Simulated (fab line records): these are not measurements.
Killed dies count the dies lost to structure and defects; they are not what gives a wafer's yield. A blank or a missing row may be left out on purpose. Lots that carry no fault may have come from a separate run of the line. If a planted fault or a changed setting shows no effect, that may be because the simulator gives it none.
Problem report in the 8D (eight disciplines) form, filled by code :: flow nandHarc :: the parts of the form that need people (team, actions taken, sign-off) are left out

1. THE PROBLEM
At NHARC_END_SORT_01, killedAtArray averages 674 over 2 wafers from 2 lots, while fault-free wafers read 55, standard deviation 15. That puts it +41 standard deviations away from the usual mean.
Seen first at day 26 00:58 on prober-01, wafer L632.3. The record has a number at this step for 18 wafers belonging to 6 lots. Rule for "out", or "out of limits": more than 4 standard deviations from the usual mean. The rest of the wafers with a number are treated as sound.

2. WHAT IT IS AND WHAT IT IS NOT
question: which readings at this step
is: killedAtArray, killedDies
is not: killedAtOther, killedAtPeriphery, killedOpen, killedShort

question: which lots
is: L632, L633
is not: L627, L628, L642, L648

question: which wafers of those lots
is: L632.3, L633.1
is not: L632.5, L632.6, L633.4, L633.6

question: read on which gauges
is: prober-01, prober-02
is not: -

question: when
is: from day 26 00:58
is not: up to then (6 sound wafers); but 10 sound wafers of L632, L633, L642, L648 came after

3. WHAT RULES OUT EACH SUSPECT
Counting: any tool at a process step up to the reading remains a suspect provided it ran every lot that is out. Sound lots after the first of them don't rule it out here, since some wafers of a struck lot are sound.
- the gauge at NHARC_END_SORT_01 is ruled out. 2 gauges (prober-01, prober-02) read the wafers that are out.
- harCapEtch-01 at NHARC_A_CONTACT_ETCH_125 (etches the open film in C4F8/O2/Ar, time 197 s, target depth 1918 nm): kept. It ran every lot that is out, first L632 (day 23 17:33).
- harCapEtch-01 at NHARC_A_CONTACT_ETCH_127 (etches the open film in C4F8/O2/Ar, time 197 s, target depth 1918 nm): kept. It ran every lot that is out, first L632 (day 23 18:11).
- harCapEtch-01 at NHARC_A_CONTACT_ETCH_129 (etches the open film in C4F8/O2/Ar, time 197 s, target depth 1918 nm): kept. It ran every lot that is out, first L632 (day 23 18:49).
- harCapEtch-01 at NHARC_A_CONTACT_ETCH_131 (etches the open film in C4F8/O2/Ar, time 197 s, target depth 1918 nm): kept. It ran every lot that is out, first L632 (day 23 19:26).
- harCapEtch-01 at NHARC_A_CONTACT_ETCH_132 (etches the open film in C4F8/O2/Ar, time 197 s, target depth 1924 nm): kept. It ran every lot that is out, first L632 (day 23 19:46).
- rieDiel-04 at NHARC_A_CONTACT_ETCH_97 (etches the open film in C4F6/O2, target depth 20 nm, time 10 s): kept. It ran every lot that is out, first L632 (day 23 20:59); its last sound lot up to then is L628 (day 22 13:07). On those wafers its own readings are out: oesProductAu.
- At NHARC_A_CONTACT_ETCH_97, inside rieDiel-04: chamber 0 took the wafers that are out, while their sound lot-mates went through chambers 1, 2.
Left after counting: harCapEtch-01 at NHARC_A_CONTACT_ETCH_125, harCapEtch-01 at NHARC_A_CONTACT_ETCH_127, harCapEtch-01 at NHARC_A_CONTACT_ETCH_129, harCapEtch-01 at NHARC_A_CONTACT_ETCH_131, harCapEtch-01 at NHARC_A_CONTACT_ETCH_132, rieDiel-04 at NHARC_A_CONTACT_ETCH_97.

4. THE CAUSE (what the simulator had put in)
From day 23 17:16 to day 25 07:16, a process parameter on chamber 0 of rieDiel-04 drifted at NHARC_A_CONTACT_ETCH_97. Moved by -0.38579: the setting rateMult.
After counting, 6 suspects remain, this tool included.

5. SEQUENCE OF EFFECTS, ordered by route
Rows list readings where the struck wafers' mean (over those with a number) sits beyond 3 standard deviations from the usual. Only readings for which the record gives a usual standard deviation are gone through. hours: the time from each lot's start at the first step in this table that gives one to its start at this step, as a median over the lots. sigmas: the change in usual standard deviations.
hours: 0
step: NHARC_A_CONTACT_ETCH_97
reading: oesProductAu
usual: 0.955 a.u.
on struck wafers: 0.724
change: -0.231
sigmas: -9.3

hours: 54
step: NHARC_END_SORT_01
reading: killedAtArray
usual: 55
on struck wafers: 674
change: +619
sigmas: +41

hours: 54
step: NHARC_END_SORT_01
reading: killedDies
usual: 59
on struck wafers: 677
change: +618
sigmas: +41
Here are the process steps it includes:
- NHARC_A_CONTACT_ETCH_97: etches the open film in C4F6/O2, target depth 20 nm, time 10 s.

6. HOW IT WOULD HAVE BEEN CAUGHT EARLIER
The first out-of-limits reading at a measuring or inspecting step in this record came at day 26 00:58, 56 hours after the fault's start at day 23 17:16.
Tool's own readings at NHARC_A_CONTACT_ETCH_97, oesProductAu: out on all struck wafers the step has rows for; an alarm limit on them would have tripped on the first.
By day 26 00:58, every lot that is out (2) had started NHARC_A_CONTACT_ETCH_97 on rieDiel-04. Holding the tool at that point would not have protected any of them.
